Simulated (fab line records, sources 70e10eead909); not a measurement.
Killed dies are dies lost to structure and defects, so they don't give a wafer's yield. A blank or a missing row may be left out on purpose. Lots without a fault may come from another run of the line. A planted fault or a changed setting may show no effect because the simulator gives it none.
Chamber matching | flow nand_harc | NHARC_A_STAIRCASE_DESCUM_168 on rie_diel-12: 4 sister chambers
The step chemistry O2, time 3 s. 18 wafers are shown with their chamber, then 9 later ones without.

WAFERS WITH THEIR CHAMBER
wafer  | chamber | showerhead_plenum_p_Torr (Torr) | drypump_motor_current_A (A) | oes_product_au (a.u.)
L075.2 | 2       | 1.88                            | 5.3                         | 1.000
L075.4 | 0       | 2.07                            | 6.3                         | 1.018
L075.5 | 1       | 2.03                            | 5.8                         | 1.008
L085.1 | 3       | 1.95                            | 5.6                         | 0.997
L085.4 | 0       | 2.06                            | 6.3                         | 0.994
L085.6 | 0       | 2.06                            | 6.3                         | 0.998
L086.2 | 1       | 2.02                            | 5.8                         | 1.000
L086.4 | 2       | 1.87                            | 5.3                         | 0.988
L086.6 | 3       | 1.95                            | 5.7                         | 1.000
L087.1 | 0       | 2.06                            | 6.3                         | 1.000
L087.4 | 1       | 2.02                            | 5.8                         | 1.015
L087.5 | 0       | 2.06                            | 6.3                         | 1.005
L089.1 | 1       | 2.02                            | 5.7                         | 1.015
L089.2 | 3       | 1.95                            | 5.6                         | 1.011
L089.4 | 1       | 2.02                            | 5.8                         | 1.004
L088.1 | 0       | 2.06                            | 6.3                         | 0.993
L088.4 | 3       | 1.95                            | 5.7                         | 0.988
L088.6 | 1       | 2.02                            | 5.8                         | 1.002

SIGNATURES (means of the wafers above)
reading                  | chamber 0 | chamber 1 | chamber 2 | chamber 3 | scatter within a chamber
showerhead_plenum_p_Torr | 2.0617    | 2.0217    | 1.8750    | 1.9500    | 0.00393
drypump_motor_current_A  | 6.300     | 5.783     | 5.300     | 5.650     | 0.0362
oes_product_au           | 1.00133   | 1.00733   | 0.99400   | 0.99900   | 0.00837
Rule: a wafer's distance from a chamber is the root of the sum, over the readings, of the square of ((its reading less the chamber's mean) divided by the reading's scatter). The wafer belongs to the nearest chamber; if the next one is less than 2 further off, it can't be placed. The scatter: the root of (the sum of the squares of (reading less its chamber's mean) over the shown wafers, divided by (wafers less chambers)).

WAFERS WITHOUT THEIR CHAMBER
wafer  | showerhead_plenum_p_Torr (Torr) | drypump_motor_current_A (A) | oes_product_au (a.u.)
L093.1 | 1.86                            | 5.3                         | 0.990
L093.4 | 1.94                            | 5.7                         | 1.005
L093.6 | 2.01                            | 5.8                         | 0.999
L094.2 | 2.01                            | 5.8                         | 0.996
L094.3 | 1.94                            | 5.6                         | 0.992
L094.5 | 1.86                            | 5.3                         | 0.998
L095.1 | 1.86                            | 5.3                         | 0.992
L095.3 | 1.94                            | 5.6                         | 0.998
L095.6 | 2.01                            | 5.8                         | 0.996

WHICH CHAMBER EACH WENT THROUGH
wafer  | from the rows above | in truth
L093.1 | 2                   | 2
L093.4 | 3                   | 3
L093.6 | 1                   | 1
L094.2 | 1                   | 1
L094.3 | 3                   | 3
L094.5 | 2                   | 2
L095.1 | 2                   | 2
L095.3 | 3                   | 3
L095.6 | 1                   | 1
Placed correctly: 9 of 9. Can't be placed from these rows: 0. Placed wrongly: 0.
